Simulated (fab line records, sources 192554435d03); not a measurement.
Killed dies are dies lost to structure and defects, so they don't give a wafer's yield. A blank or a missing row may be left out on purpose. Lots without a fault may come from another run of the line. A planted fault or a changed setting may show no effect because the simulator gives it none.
A struck lot beside a sound one | flow n5_finfet | 30 steps out of a route of 1938
Sound: wafers L360.2, L360.5, L360.6. Struck: wafers L351.1, L351.3, L351.4. The cause comes at the end.
At each step with rows: each side's tool, then ch and its chambers, then its first start. Under that, the readings that differ: sound wafers | struck wafers | difference of the means | sigmas: that difference in standard deviations of wafers without a fault.
alike: readings whose means differ by less than 2 such deviations, and words and numbers that are the same on both sides. not compared: withheld readings, readings that some wafer has no value for, bounds like >300 that may hide the same value, and numbers for which the record gives no deviation and whose values overlap.
The two part at a step that has a row with sigmas, a row that says differs or no value, or rows on one side only. Numbers that don't overlap but have no deviation are shown without sigmas and don't part them. A reading that every wafer of one side lacks parts them only if that side has two wafers or more.

first, 11 steps without rows for these wafers: N5_FIN_SAQP_DESCUM_21 (chemistry O2, time 7.9 s); N5_FIN_SAQP_ETCH_51 (etches SiARC in CF4, target depth 45.5 nm, time 75.8 s); N5_FIN_SAQP_ETCH_52 (etches SOC in N2/H2, target depth 100 nm, overetch 20 nm, time 150 s); N5_FIN_SAQP_STRIP_53 (strips in N2/H2); N5_FIN_SAQP_HM_OPEN_73 (chemistry CHF3/O2, target SiO2, stops on a-Si, target depth 12 nm, time 16.8 s); N5_FIN_SAQP_STRIP_74 (strips in CHF3/O2); N5_FIN_SAQP_MANDREL_ETCH_22 (etches a-Si in HBr/Cl2, stops on SiNx, target depth 60 nm, bt time 10 s, time 30 s); N5_FIN_SAQP_STRIP_55 (strips in N2/H2); N5_FIN_SAQP_STRIP_23 (strips in SPM, time 750 s); N5_FIN_SAQP_SRD_66 (time 30 s); N5_FIN_SAQP_RECESS_75 (chemistry HF/NH3, target SiO2, target depth 14.4 nm, afs cycles 3, sublimation time 60 s).
N5_FIN_SAQP_SPACER1_ALD_24: deposits SiO2, target thk 20.3 nm, pulse time 1 s, purge time 2 s.
  sound on ald_sin-02 ch 2,3, day 7 10:34; struck on ald_sin-01 ch 1,2,3, day 5 05:34
  no value came back on the struck wafers for ald_cycles, chamber_pressure_Torr (Torr), heater_power_w (W), precursor_pulse_height_rel; on the sound wafers ald_cycles reads 218 218 218
then, 1 step without rows for these wafers: N5_FIN_SAQP_SPACER1_ETCHBACK_25 (etches SiO2 in CHF3/O2, target depth 24.4 nm, time 12.2 s).
N5_FIN_SAQP_MANDREL1_REMOVE_56: chemistry HBr/Cl2/O2, target a-Si, stops on SiNx, bt time 10 s.
  sound on rie_si-04 ch 1,2, day 7 11:28; struck on rie_si-01 ch 1,2,3, day 5 06:22
  reading                   | sound          | struck         | difference | sigmas
  model.FIN_SAQP.cd_nm (nm) | 20.4 20.4 20.4 | 36.2 36.2 36.6 | +15.9      |
  alike: drypump_motor_current_A, mfc_cl2_sccm, oes_product_au, throttle_valve_pct
  not compared: rf_hours_counter_h
N5_FIN_SAQP_CD_MEAS_27: target cd 20 nm.
  sound on cd_sem-02 ch 0, day 7 11:34; struck on cd_sem-02 ch 0, day 5 06:29
  reading    | sound             | struck | difference                    | sigmas
  cd_nm (nm) | 20.70 20.60 20.63 | - - -  | no value on the struck wafers |
then, 11 steps without rows for these wafers: N5_FIN_SAQP_ETCH_57 (etches SiNx in CH3F/O2, target depth 32.5 nm, time 46.4 s); N5_FIN_SAQP_ETCH_65 (etches SiO2 in CF4, target depth 4 nm, time 4.4 s); N5_FIN_SAQP_MANDREL_ETCH_58 (etches a-Si in HBr/Cl2, stops on SiNx, target depth 45 nm, bt time 10 s, time 27 s); N5_FIN_SAQP_RECESS_63 (chemistry HF/NH3, target SiO2, target depth 18 nm, afs cycles 3, sublimation time 60 s); N5_FIN_SAQP_COAT_68 (time 60 s, resist thk 100 nm); N5_FIN_SAQP_ETCH_69 (etches SOC in N2/H2, stops on SiNx, target depth 150 nm); N5_FIN_SAQP_ETCH_67 (etches SiNx in CH3F/O2, target depth 30 nm); N5_FIN_SAQP_STRIP_70 (strips in N2/H2); N5_FIN_SAQP_RECESS_71 (chemistry HF/NH3, target SiO2, target depth 3 nm, afs cycles 1, sublimation time 60 s); N5_FIN_SAQP_SPACER2_ALD_28 (deposits SiO2, target thk 8.1 nm, pulse time 1 s, purge time 2 s); N5_FIN_SAQP_SPACER2_ETCHBACK_29 (etches SiO2 in CHF3/O2, target depth 12.2 nm, time 6.1 s).
N5_FIN_SAQP_MANDREL2_REMOVE_60: chemistry HBr/Cl2/O2, target a-Si, stops on SiNx, bt time 10 s.
  sound on rie_si-04 ch 0,2, day 7 13:02; struck on rie_si-02 ch 1,2,3, day 5 08:49
  reading                   | sound   | struck     | difference | sigmas
  model.FIN_SAQP.cd_nm (nm) | 8.2 8 8 | 36 36 36.6 | +28        |
  alike: drypump_motor_current_A, mfc_cl2_sccm, oes_product_au, throttle_valve_pct
  not compared: rf_hours_counter_h
N5_FIN_SAQP_CD_MEAS_31: target cd 8 nm.
  sound on cd_sem-03 ch 0, day 7 13:09; struck on cd_sem-01 ch 0, day 5 08:56
  reading    | sound          | struck | difference                    | sigmas
  cd_nm (nm) | 8.24 8.11 8.15 | - - -  | no value on the struck wafers |
N5_BEOL_M4_RC_MEAS_101:
  the record has rows for the sound wafers here (prober-01 ch 0, day 15 06:55) and none for the struck ones
-- the record jumps here: 11 days lie between the struck wafers' starts before and after (it left off in module BEOL_M4 and takes up again in module PASSIVATION, whose first step shown is number 1936 of the route) --
N5_PASSIVATION_PROBE_49:
  sound on prober-01, day 20 03:07; struck on prober-02, day 16 05:55
  reading                  | sound          | struck         | difference | sigmas
  defect_limited_yield (%) | 92.6 92.8 92.0 | 0 0 0          | -92        | -66
  killed_at_M0_to_M3       | 34 37 19       | 3 9 7          | -24        | -2
  killed_at_front_end      | 22 23 49       | 1169 1166 1159 | +1133      | +94
  killed_dies              | 87 85 94       | 1180 1180 1180 | +1091      | +68
  killed_on_rim            | 15 15 6        | 152 152 152    | +140       | +33
  killed_open              | 59 47 64       | 12 9 20        | -43        | -3
  killed_short             | 27 36 30       | 8 8 6          | -24        | -3
  sort_bin_5_function (%)  | 3.7 3.6 4.9    | 74.1 71.4 72.5 | +68.6      | +76
  sort_n_pass              | 1093 1095 1086 | 0 0 0          | -1091      | -64
  sort_yield_pct (%)       | 92.6 92.8 92.0 | 0 0 0          | -92        | -66
  alike: killed_at_M4_up, killed_at_contacts, killed_at_other, sort_bin_6_memory

WHERE THEY PART
First at N5_FIN_SAQP_SPACER1_ALD_24; last, within this record, at N5_PASSIVATION_PROBE_49.

WHY: what the simulator had put in
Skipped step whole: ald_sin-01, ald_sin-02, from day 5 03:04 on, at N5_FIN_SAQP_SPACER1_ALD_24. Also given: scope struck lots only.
